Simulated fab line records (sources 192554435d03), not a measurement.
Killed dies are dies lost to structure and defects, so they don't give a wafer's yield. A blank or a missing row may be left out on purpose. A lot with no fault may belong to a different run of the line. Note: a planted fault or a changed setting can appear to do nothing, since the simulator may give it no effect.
Problem report, 8D (eight disciplines) form, completed by code :: flow n5_finfet :: the parts of the form that need people (team, actions taken, sign-off) are left out

1. WHAT WENT WRONG
run_length_s at N5_BEOL_M7_VIA_ETCH_34 reads a mean of 90.9 s on 2 wafers of 2 lots; wafers without a fault read 73.9 s with a standard deviation of 0.48. That puts it +36 standard deviations away from the usual mean.
The step: etches SiCOH lowk in C4F6/O2, target depth 125.5 nm, time 50.5 s.
The first sign was on wafer L288.1 at day 12 17:53, on rie_diel-02. Wafers with a number at this step in the record: 29, from 10 lots. Rule for "out", or "out of limits": more than 4 standard deviations from the usual mean. The other wafers with a number count as sound.

2. WHAT IT IS AND WHAT IT IS NOT
question: which readings at this step
is: run_length_s
is not: bias_w, drypump_motor_current_A, oes_product_au, rf_vpp_V, showerhead_plenum_p_Torr, throttle_valve_pct

question: which lots
is: L288, L292
is not: L275, L278, L280, L285, L287, L293, L294, L295

question: which wafers of those lots
is: L288.1, L292.1
is not: L288.3, L288.4, L292.2

question: read on which tools
is: rie_diel-02
is not: rie_diel-05, rie_diel-06

question: when
is: from day 12 17:53
is not: up to then (17 sound wafers); but 10 sound wafers of L292, L293, L294, L295 came after

3. WHAT RULES OUT EACH SUSPECT
Counting: a tool at a process step up to the reading stays a suspect if it ran every lot that is out. Sound lots after the first of them don't rule it out here, since some wafers of a struck lot are sound.
- rie_diel-05 at N5_BEOL_M7_DESCUM_16 (chemistry O2, time 7.9 s): kept. It processed each lot that is out (first: L288, day 12 16:38); up to then, its last sound lot is L280 (day 11 13:23).
- rie_diel-05 at N5_BEOL_M7_ETCH_62 (etches SOC in N2/H2, target depth 110 nm, overetch 22 nm, time 165 s): kept. It processed each lot that is out (first: L288, day 12 16:43); up to then, its last sound lot is L280 (day 11 13:28).
- rie_diel-02 at N5_BEOL_M7_VIA_ETCH_34 (etches SiCOH lowk in C4F6/O2, target depth 125.5 nm, time 50.5 s): kept. It processed each lot that is out (first: L288, day 12 17:53); up to then, its last sound lot is L287 (day 12 15:52). Out on those wafers are its own readings of run_length_s.
- rie_diel-02, N5_BEOL_M7_VIA_ETCH_34: wafers that are out in chamber 3, sound lot-mates in chambers 0, 1.
Left after counting: rie_diel-05 at N5_BEOL_M7_DESCUM_16, rie_diel-05 at N5_BEOL_M7_ETCH_62, rie_diel-02 at N5_BEOL_M7_VIA_ETCH_34.

4. THE CAUSE (what the simulator had put in)
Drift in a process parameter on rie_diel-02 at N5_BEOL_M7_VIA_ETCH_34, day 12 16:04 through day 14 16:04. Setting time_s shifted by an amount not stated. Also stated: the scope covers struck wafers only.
This tool is one of the 3 suspects left after counting.

5. THE EFFECT CHAIN, in route order
Each row: a reading where the mean over the struck wafers with a number is more than 3 standard deviations away from the usual. Only readings for which the record gives a usual standard deviation are gone through. hours: the time from each lot's start at the first step in this table that gives one to its start at this step, as a median over the lots. sigmas: the change in usual standard deviations.
hours: 0
step: N5_BEOL_M7_VIA_ETCH_34
reading: run_length_s
usual: 73.9 s
on struck wafers: 90.9
change: +17.0
sigmas: +36
The process steps in it:
- N5_BEOL_M7_VIA_ETCH_34: etches SiCOH lowk in C4F6/O2, target depth 125.5 nm, time 50.5 s.
Later steps that measure or inspect, where all struck wafers having a row at the step show a number for every such reading and not one has moved that far: N5_BEOL_M7_OCD_MEAS_38.

6. WHAT WOULD HAVE CAUGHT IT SOONER
In this record the first reading out of limits was taken at day 12 17:53, 2 hours after the fault began at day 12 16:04.
